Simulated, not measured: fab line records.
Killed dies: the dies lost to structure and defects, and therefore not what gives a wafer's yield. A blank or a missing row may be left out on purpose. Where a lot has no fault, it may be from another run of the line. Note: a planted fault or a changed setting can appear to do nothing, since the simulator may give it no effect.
Which tool is to blame? -- flow n5_finfet -- Sampling: 9 lots, 25 wafers, 6 of 1938 route steps

WHAT THE GAUGES READ, wafer by wafer
N5_BEOL_M1_OCD_MEAS_38. Usual: trench_depth_nm 55.0 nm, standard deviation 1.1.
lot,measured,on,trench_depth_nm (nm),flag
L921,day 6 16:33,ocd-01,55.3 54.2 55.6,
L926,day 7 19:58,ocd-01,53.9 55.9 54.3,
L932,day 8 22:44,ocd-02,54.8 56.9 57.0,
L937,day 10 06:32,ocd-02,86.1 83.2,OFF
L938,day 10 08:25,ocd-01,86.1 55.8,OFF
L939,day 10 19:58,ocd-02,87.2 52.6 54.4,OFF
L941,day 11 07:26,ocd-01,54.9 53.9 55.3,
L942,day 11 18:14,ocd-02,56.2 53.9 56.8,
L943,day 12 02:58,ocd-01,54.9 56.5 52.9,

N5_BEOL_M4_RC_MEAS_101. Usual: DIBL_N 36.7 mV/V, standard deviation 1.8; DIBL_P 37.0 mV/V, standard deviation 2.4; IOFF_N 0.17 nA/um, standard deviation 0.036; IOFF_P 0.22 nA/um, standard deviation 0.042; ION_N 673 uA/um, standard deviation 12; ION_P 462 uA/um, standard deviation 8.5; SS_N 71.7 mV/dec, standard deviation 0.62; SS_P 73.4 mV/dec, standard deviation 0.65; VT_N 250 mV, standard deviation 3.7; VT_P -250 mV, standard deviation 3.7.
lot,measured,on,DIBL_N (mV/V),DIBL_P (mV/V),IOFF_N (nA/um),IOFF_P (nA/um),ION_N (uA/um),ION_P (uA/um),SS_N (mV/dec),SS_P (mV/dec),VT_N (mV),VT_P (mV),flag
L921,day 8 22:50,prober-01,38.0 36.5 37.5,39.7 37.5 39.1,0.19 0.16 0.18,0.24 0.20 0.23,682 676 678,462 460 458,72.3 71.0 71.5,73.6 73.5 74.0,247 250 248,-250 -252 -251,
L926,day 9 12:34,prober-01,37.7 34.6 35.9,38.4 34.7 35.1,0.17 0.13 0.14,0.21 0.16 0.17,670 671 655,455 456 447,72.2 71.1 71.1,73.5 72.0 73.6,251 252 252,-253 -255 -254,
L932,day 10 21:02,prober-02,37.4 36.3 37.2,38.1 37.3 36.4,0.18 0.16 0.16,0.23 0.23 0.21,675 687 689,459 471 470,71.5 71.8 71.9,74.1 73.4 73.1,248 249 248,-251 -250 -250,
L938,day 12 19:27,prober-02,37.9,40.0,0.21,0.28,692,478,72.5,74.2,243,-242,
L939,day 12 23:35,prober-02,36.2 35.7,32.7 33.9,0.14 0.16,0.17 0.20,662 686,453 471,71.1 71.4,72.6 72.8,253 250,-251 -249,
L941,day 13 12:33,prober-01,35.7 36.7 32.1,34.9 36.2 30.0,0.15 0.17 0.10,0.19 0.22 0.14,678 686 662,461 464 456,71.4 71.0 70.7,73.1 73.8 72.4,251 250 256,-249 -249 -255,
L942,day 13 14:30,prober-02,38.1 39.6 37.0,36.4 38.4 35.7,0.17 0.20 0.15,0.25 0.29 0.23,687 671 683,471 462 470,71.4 72.5 70.7,73.9 73.2 73.3,247 250 249,-248 -247 -248,
L943,day 14 18:44,prober-02,37.6 36.9 36.6,38.4 37.5 37.7,0.18 0.16 0.16,0.24 0.22 0.23,684 671 676,467 460 469,72.0 71.8 71.8,72.7 73.1 73.9,248 249 249,-250 -254 -251,

WHAT TOOL EACH LOT RAN ON (gives the tool, then ch and the chambers of the sampled wafers, and finally the start)
lot,N5_BEOL_M1_HM_OPEN_17,N5_BEOL_M1_STRIP_19,N5_BEOL_M1_ETCH_70,N5_BEOL_M1_TRENCH_ETCH_37
L921,"rie_metal-03 ch 0,1, day 6 04:50","rie_diel-06 ch 0,1,2, day 6 04:56","rie_diel-05 ch 0,2,3, day 6 16:14","rie_diel-05 ch 0,2,3, day 6 16:25"
L926,"rie_metal-02 ch 0,1, day 7 09:34","rie_diel-05 ch 0,2,3, day 7 09:40","rie_diel-05 ch 0,2, day 7 19:37","rie_diel-05 ch 0,2, day 7 19:49"
L932,"rie_metal-02 ch 0,1, day 8 20:23","rie_diel-06 ch 0,2,3, day 8 20:30","rie_diel-03 ch 1,3, day 8 22:22","rie_diel-03 ch 1,3, day 8 22:34"
L937,"rie_metal-01 ch 0,1, day 10 03:37","rie_diel-03 ch 1,2, day 10 03:43","rie_diel-05 ch 0,1, day 10 06:10","rie_diel-05 ch 0,1, day 10 06:22"
L938,"rie_metal-03 ch 1, day 10 06:54","rie_diel-05 ch 0,3, day 10 07:01","rie_diel-05 ch 1, day 10 08:04","rie_diel-05 ch 1, day 10 08:16"
L939,"rie_metal-02 ch 0,1, day 10 17:01","rie_diel-06 ch 0,1,3, day 10 17:08","rie_diel-05 ch 0,2,3, day 10 19:36","rie_diel-05 ch 0,2,3, day 10 19:49"
L941,"rie_metal-03 ch 0,1, day 10 21:20","rie_diel-06 ch 0,2,3, day 10 21:28","rie_diel-06 ch 0,2,3, day 11 07:05","rie_diel-06 ch 0,2,3, day 11 07:17"
L942,"rie_metal-03 ch 0,1, day 11 08:20","rie_diel-05 ch 1,3, day 11 08:26","rie_diel-03 ch 1,3, day 11 17:53","rie_diel-03 ch 1,3, day 11 18:05"
L943,"rie_metal-01 ch 0,1, day 11 22:35","rie_diel-03 ch 0,1, day 11 22:50","rie_diel-03 ch 1,2,3, day 12 02:37","rie_diel-03 ch 1,2,3, day 12 02:49"
- N5_BEOL_M1_HM_OPEN_17: chemistry Cl2/BCl3, target TiN, target depth 20 nm, overetch 6 nm.
- N5_BEOL_M1_STRIP_19: strips in O2.
- N5_BEOL_M1_ETCH_70: etches SOC in N2/H2, target depth 80 nm, overetch 16 nm, time 120 s.
- N5_BEOL_M1_TRENCH_ETCH_37: etches SiOC in C4F6/O2, target depth 55.207 nm, time 29 s.

AS READ BY THE TOOLS THEMSELVES (means over the sampled wafers that have a number; for cases with no such wafer, the mark the record gives instead)
N5_BEOL_M1_HM_OPEN_17. Usual: bcl3_flow_sccm 21.77 sccm, standard deviation 0.065; drypump_motor_current_A 5.5 A, standard deviation 0.35; oes_product_au 0.63 a.u., standard deviation 0.093; throttle_valve_pct 22.19 %, standard deviation 0.22.
lot,tool,bcl3_flow_sccm (sccm),drypump_motor_current_A (A),oes_product_au (a.u.),throttle_valve_pct (%),flag
L921,rie_metal-03,21.85,5.8,0.58,22.37,
L926,rie_metal-02,21.75,5.4,0.64,21.89,
L932,rie_metal-02,21.81,5.4,0.62,21.92,
L937,rie_metal-01,21.79,5.5,0.56,22.36,
L938,rie_metal-03,21.76,5.5,0.77,22.05,
L939,rie_metal-02,21.78,5.2,0.68,21.90,
L941,rie_metal-03,21.76,5.8,0.67,22.25,
L942,rie_metal-03,21.74,5.8,0.65,22.26,
L943,rie_metal-01,21.71,5.7,0.76,22.35,

N5_BEOL_M1_STRIP_19. Usual: drypump_motor_current_A 5.7 A, standard deviation 0.45; oes_product_au 0.79 a.u., standard deviation 0.062; rf_vpp_V 3.7 V, standard deviation 0.42; showerhead_plenum_p_Torr 2.10 Torr, standard deviation 0.07; throttle_valve_pct 16.61 %, standard deviation 0.18.
lot,tool,drypump_motor_current_A (A),oes_product_au (a.u.),rf_vpp_V (V),showerhead_plenum_p_Torr (Torr),throttle_valve_pct (%),flag
L921,rie_diel-06,5.8,0.79,3.8,2.08,16.68,
L926,rie_diel-05,5.5,0.79,3.5,2.12,16.67,
L932,rie_diel-06,5.9,0.76,3.3,2.15,16.66,
L937,rie_diel-03,5.8,0.80,3.5,2.02,16.38,
L938,rie_diel-05,5.8,0.72,3.7,2.09,16.80,
L939,rie_diel-06,5.7,0.75,3.6,2.09,16.62,
L941,rie_diel-06,5.9,0.75,3.9,2.15,16.67,
L942,rie_diel-05,6.2,0.78,3.9,2.09,16.65,
L943,rie_diel-03,5.4,0.81,3.7,2.05,16.47,

N5_BEOL_M1_ETCH_70. Usual: drypump_motor_current_A 5.7 A, standard deviation 0.43; n2_flow_sccm 199.9 sccm, standard deviation 0.59; oes_product_au 0.60 a.u., standard deviation 0.044; rf_vpp_V 524.1 V, standard deviation 2.4; showerhead_plenum_p_Torr 2.54 Torr, standard deviation 0.084; throttle_valve_pct 17.75 %, standard deviation 0.22.
lot,tool,drypump_motor_current_A (A),n2_flow_sccm (sccm),oes_product_au (a.u.),rf_vpp_V (V),showerhead_plenum_p_Torr (Torr),throttle_valve_pct (%),flag
L921,rie_diel-05,5.5,199.5,0.62,523.6,2.56,17.74,
L926,rie_diel-05,5.3,199.6,0.59,524.9,2.54,17.78,
L932,rie_diel-03,5.3,199.9,0.65,524.8,2.53,17.52,
L937,rie_diel-05,6.0,200.0,0.61,523.6,2.50,17.78,
L938,rie_diel-05,6.5,201.2,0.69,523.0,2.49,17.61,
L939,rie_diel-05,5.5,200.0,0.59,524.0,2.55,17.81,
L941,rie_diel-06,5.9,199.9,0.57,525.6,2.61,17.85,
L942,rie_diel-03,5.3,200.4,0.63,523.4,2.52,17.54,
L943,rie_diel-03,5.5,200.0,0.60,523.6,2.51,17.60,

N5_BEOL_M1_TRENCH_ETCH_37. Usual: drypump_motor_current_A 5.7 A, standard deviation 0.43; oes_f_703_au 0.79 a.u., standard deviation 0.06; oes_product_au 0.78 a.u., standard deviation 0.063; rf_vpp_V 665 V, standard deviation 14; showerhead_plenum_p_Torr 2.85 Torr, standard deviation 0.095; throttle_valve_pct 20.79 %, standard deviation 0.16.
lot,tool,drypump_motor_current_A (A),oes_f_703_au (a.u.),oes_product_au (a.u.),rf_vpp_V (V),showerhead_plenum_p_Torr (Torr),throttle_valve_pct (%),flag
L921,rie_diel-05,5.5,0.81,0.80,662,2.87,20.82,
L926,rie_diel-05,5.4,0.79,0.77,652,2.85,20.90,
L932,rie_diel-03,5.3,0.87,0.86,643,2.86,20.72,
L937,rie_diel-05,6.0,0.80,1.07,664,2.80,20.88,OFF
L938,rie_diel-05,6.5,0.90,1.06,680,2.80,20.71,OFF
L939,rie_diel-05,5.5,0.78,0.86,662,2.85,20.89,
L941,rie_diel-06,5.9,0.75,0.75,668,2.92,20.88,
L942,rie_diel-03,5.3,0.84,0.83,643,2.85,20.76,
L943,rie_diel-03,5.6,0.80,0.78,654,2.83,20.73,

THE ANSWER, worked out from the rows above alone
Rule: lot off if the mean of its wafers having a number is beyond 3 standard deviations from the usual mean. Also off: a lot with no number at a reading for which 4 or more lots have one. Where the step has rows for the other lots, those lots are counted as sound. After the gauges, taken in route order, come the tools' own readings; for these a lot's mean is taken, as printed above. The first step at which some lot is off is used, and at that step the reading that is off furthest; a lot without a number counts as furthest.
Off: L937, L938, L939, at N5_BEOL_M1_OCD_MEAS_38 (trench_depth_nm).
A tool fits if, at a process step before that reading, it ran every lot that is off, and no sound lot after the first of them. Gauges at N5_BEOL_M1_OCD_MEAS_38: tried the same way as those tools. One fits: rie_diel-05 at N5_BEOL_M1_ETCH_70 and N5_BEOL_M1_TRENCH_ETCH_37. At N5_BEOL_M1_ETCH_70 its last sound lot is L926 (day 7 19:37), its first lot that is off L937 (day 10 06:10): a fault that began between those two fits.

WHAT THE SIMULATOR PUT IN
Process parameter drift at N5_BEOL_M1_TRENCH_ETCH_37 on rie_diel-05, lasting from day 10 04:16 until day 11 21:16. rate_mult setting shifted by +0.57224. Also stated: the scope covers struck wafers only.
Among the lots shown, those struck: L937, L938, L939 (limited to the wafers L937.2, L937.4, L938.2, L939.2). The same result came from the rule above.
